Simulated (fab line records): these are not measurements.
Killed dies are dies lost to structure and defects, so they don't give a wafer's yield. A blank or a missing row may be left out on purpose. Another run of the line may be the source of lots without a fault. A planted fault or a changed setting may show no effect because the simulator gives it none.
Matching of chambers    flow n5_finfet    cmp-04 running N5_BEOL_M12_CMP_49: 4 sister chambers
The step polishes, stops on SiOC, t overpolish 20.6 s, target thk 320 nm. 4 wafers are shown with their chamber, then 9 later ones without.

WAFERS PAIRED WITH THEIR CHAMBERS
wafer   chamber  motor_current_A (A)
L085.5  3        6.3
L086.1  0        6.9
L086.3  1        5.7
L086.4  2        5.3

WAFERS WHOSE CHAMBER IS MISSING
wafer   motor_current_A (A)
L091.3  5.4
L091.4  5.5
L091.6  6.3
L093.3  6.6
L093.4  5.3
L093.6  5.7
L096.1  5.3
L096.5  5.8
L096.6  7.2

CHAMBER TAKEN BY EACH
wafer    from the rows above       in truth
L091.3   can't be placed: 2 or 1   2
L091.4   can't be placed: 1 or 2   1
L091.6   3                         3
L093.3   can't be placed: 3 or 0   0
L093.4   2                         2
L093.6   1                         1
L096.1   2                         2
L096.5   1                         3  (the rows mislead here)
L096.6   0                         0
Correct placement for 5 of the 9. These rows do not allow placing 3 (true chamber among the candidates in 3). Number placed wrongly: 1.
How it was worked out, from the rows above alone: a wafer's distance from a chamber is the root of the sum, over the readings, of the square of ((its reading less the chamber's mean) divided by the reading's scatter). The wafer belongs to the nearest chamber; if the next one is less than 2 further off, it can't be placed. A chamber's mean is the mean of its shown wafers. The scatter: root of mean squared gap, hidden wafer to nearest shown wafer, with one shown wafer a chamber.
